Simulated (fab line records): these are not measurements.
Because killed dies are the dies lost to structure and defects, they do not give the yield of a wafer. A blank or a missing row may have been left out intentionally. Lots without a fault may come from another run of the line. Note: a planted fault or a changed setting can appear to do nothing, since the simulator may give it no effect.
Split-lot experiment    flow n5Finfet    route with 1938 steps; 7 lots, 21 wafers read

== THE SPLIT ITSELF ==
At N5_BEOL_M5_COAT_05 (resist thk 30 nm), the setting spinRpm was moved away from the recipe's 1500 rpm on 3 of the 21 wafers read, by -10.9% to -9.4%. The other wafers ran this setting at the recipe's value.

== FROM THE SPLIT TO THE READING: what the file shows between them, 4 steps ==
- N5_BEOL_M5_EBR_07
- N5_BEOL_M5_SOFTBAKE_06: time 60 s
- N5_BEOL_M5_EXPOSE_08: exposes mask M5, target cd 28 nm
- N5_BEOL_M5_PEB_09: peb time 60 s

== THE READING ==
CAR-EUV_of_BEOL_M5_COAT_05.thkNm (the simulator's own value, which no gauge read), in nm, at N5_BEOL_M5_DEVELOP_10 (develop time 30 s). No usual value for it is given in the file. Average 29.6 nm, standard deviation 0.083 nm, over the 18 wafers here run with the recipe.

wafer   tool, chamber at the split  spinRpm as run, rpm  against the recipe  CAR-EUV_of_BEOL_M5_COAT_05.thkNm, nm  against lot-mates on the recipe
L077.2  lithoTrack-03, 0            1500                 recipe              29.6                                  -
L077.6  lithoTrack-03, 0            1500                 recipe              29.6                                  -
L077.4  lithoTrack-03, 0            1337                 -10.9%              31.4                                  +1.8
L075.1  lithoTrack-04, 0            1500                 recipe              29.6                                  -
L075.3  lithoTrack-04, 0            1500                 recipe              29.6                                  -
L075.4  lithoTrack-04, 0            1500                 recipe              29.6                                  -
L084.1  lithoTrack-04, 0            1500                 recipe              29.6                                  -
L084.2  lithoTrack-04, 0            1359                 -9.4%               31                                    +1.4
L084.3  lithoTrack-04, 0            1359                 -9.4%               31.2                                  +1.6
L089.1  lithoTrack-03, 0            1500                 recipe              29.4                                  -
L089.5  lithoTrack-03, 0            1500                 recipe              29.4                                  -
L089.6  lithoTrack-03, 0            1500                 recipe              29.4                                  -
L088.2  lithoTrack-05, 0            1500                 recipe              29.6                                  -
L088.3  lithoTrack-05, 0            1500                 recipe              29.6                                  -
L088.6  lithoTrack-05, 0            1500                 recipe              29.4                                  -
L092.1  lithoTrack-05, 0            1500                 recipe              29.6                                  -
L092.2  lithoTrack-05, 0            1500                 recipe              29.6                                  -
L092.3  lithoTrack-05, 0            1500                 recipe              29.6                                  -
L091.1  lithoTrack-04, 0            1500                 recipe              29.6                                  -
L091.2  lithoTrack-04, 0            1500                 recipe              29.6                                  -
L091.3  lithoTrack-04, 0            1500                 recipe              29.6                                  -

FIT RESULTS
A straight line over all 21 wafers: CAR-EUV_of_BEOL_M5_COAT_05.thkNm changes by -0.167 nm for each +1% of spinRpm; r = -0.99; the points scatter about the line by 0.088 nm.
The same after taking each lot's own level away (the mean of its wafers on the recipe; 21 wafers): -0.162 nm for each +1%; r = -1.00; scatter 0.051 nm.
That fit puts the effect of the largest move of spinRpm on the reading at 1.8 nm.
Measured against the standard deviation above, the lots' own levels, which go from 29.40 to 29.60 nm, span 2.4 times it.
Consequently the slope shifts little with the lot-to-lot level, the two slopes agreeing.
Check: for one of the wafers moved furthest among these (-10.9%), held out of the fit, the line's prediction against its lot-mates is +1.73 nm. It came out at +1.8 nm against them.

== THE OTHER SPLITS THESE WAFERS WENT THROUGH ==
Note: prior to the reading, these wafers also went through further splits. Each is held against what the fit with the lots' levels taken away leaves over:
other split on the same wafers   wafers away from the commonest value  r with CAR-EUV_of_BEOL_M5_COAT_05.thkNm (lot level and that fit taken away)
N5_BEOL_M4_COAT_62 spinRpm       7                                     +0.00
N5_BEOL_M4_DESCUM_33 timeS       5                                     -0.21
N5_BEOL_M4_TRENCH_ETCH_37 biasW  8                                     -0.13

== THE WHOLE CHAIN: every reading that the file lists as answering this split, in the file's order ==
step                   what it does       reading                                                                            change (the file's fit)                r (the file's)
N5_BEOL_M5_COAT_05     resist thk 30 nm   CAR-EUV_of_BEOL_M5_COAT_05.thkNm (the simulator's own value, which no gauge read)  -0.168 nm for each +1% of the setting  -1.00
N5_BEOL_M5_DEVELOP_10  develop time 30 s  CAR-EUV_of_BEOL_M5_COAT_05.thkNm (the simulator's own value, which no gauge read)  -0.163 nm for each +1% of the setting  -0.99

== FILE'S OWN FIT ==
CAR-EUV_of_BEOL_M5_COAT_05.thkNm changes by -0.163 nm for each +1% of spinRpm, r = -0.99.
